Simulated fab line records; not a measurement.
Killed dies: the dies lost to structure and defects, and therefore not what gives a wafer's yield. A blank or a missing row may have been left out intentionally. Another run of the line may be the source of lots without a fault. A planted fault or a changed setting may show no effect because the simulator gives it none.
Code-filled problem report in 8D (eight disciplines) form    flow nandHarc    the parts of the form that need people (team, actions taken, sign-off) are left out

## 1. THE ISSUE
At NHARC_A_CHANNEL_HOLE_D1_SOFTBAKE_05, heaterPowerTotalW averages 222.59 W over 4 wafers from 2 lots, while fault-free wafers read 188.44 W, standard deviation 0.12. So: +99 or more standard deviations from the usual mean.
The step: time 55 s.
First observed at day 11 19:00: wafer L568.5, on lithoTrack-01. Wafers with a number at this step in the record: 42, from 14 lots. By rule, "out" or "out of limits" means more than 4 standard deviations away from the usual mean. Any other wafer with a number is counted as sound.

## 2. WHAT IT IS, WHAT IT ISN'T
question                     is                              is not
which readings at this step  heaterPowerTotalW               -
which lots                   L568, L569                      L560, L561, L562, L573, L574, L576, L577, L578, L580, L581, L582, L583
which wafers of those lots   L568.5, L568.6, L569.5, L569.6  L568.4, L569.3
read on which tools          lithoTrack-01                   lithoTrack-04, lithoTrack-06
when                         from day 11 19:00               up to then (10 sound wafers); but 28 sound wafers of L569, L573, L574, L576, L577, L578, L580, L581, L582, L583 came after

## 3. SUSPECTS, AND WHAT RULES EACH OUT
Counting: if a tool at a process step up to the reading ran every lot that is out, it stays a suspect. Sound lots after the first of them don't rule it out here, since some wafers of a struck lot are sound.
- lithoTrack-01 at NHARC_A_CHANNEL_HOLE_D1_SOFTBAKE_05 (time 55 s): kept. Every lot that is out went through it, the first being L568 (day 11 19:00); the last sound lot it ran before that was L561 (day 8 15:00). Its own heaterPowerTotalW readings are out on those wafers.
The count leaves lithoTrack-01 at NHARC_A_CHANNEL_HOLE_D1_SOFTBAKE_05.

## 4. THE CAUSE (what the simulator had put in)
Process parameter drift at NHARC_A_CHANNEL_HOLE_D1_SOFTBAKE_05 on lithoTrack-01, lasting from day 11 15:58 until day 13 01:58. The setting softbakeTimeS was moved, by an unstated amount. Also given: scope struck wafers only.
After counting, this tool was the only one left.

## 5. THE EFFECT CHAIN, in route order
Each row: a reading where the mean over the struck wafers with a number is more than 3 standard deviations away from the usual. Only readings for which the record gives a usual standard deviation are gone through. hours: the time from each lot's start at the first step in this table that gives one to its start at this step, as a median over the lots. sigmas: the change in usual standard deviations.
hours  step                                 reading            usual     on struck wafers  change  sigmas
0      NHARC_A_CHANNEL_HOLE_D1_SOFTBAKE_05  heaterPowerTotalW  188.44 W  222.59            +34.15  +99 or more
It contains these process steps:
- NHARC_A_CHANNEL_HOLE_D1_SOFTBAKE_05: time 55 s.
At these later measuring or inspecting steps, every struck wafer for which the step has a row has a number for every such reading, and none has moved that far: NHARC_A_CHANNEL_HOLE_D1_OVL_MEAS_11.

## 6. WHAT WOULD HAVE CAUGHT IT SOONER
In this record the first reading out of limits was taken at day 11 19:00, 3 hours after the fault began at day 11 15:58.
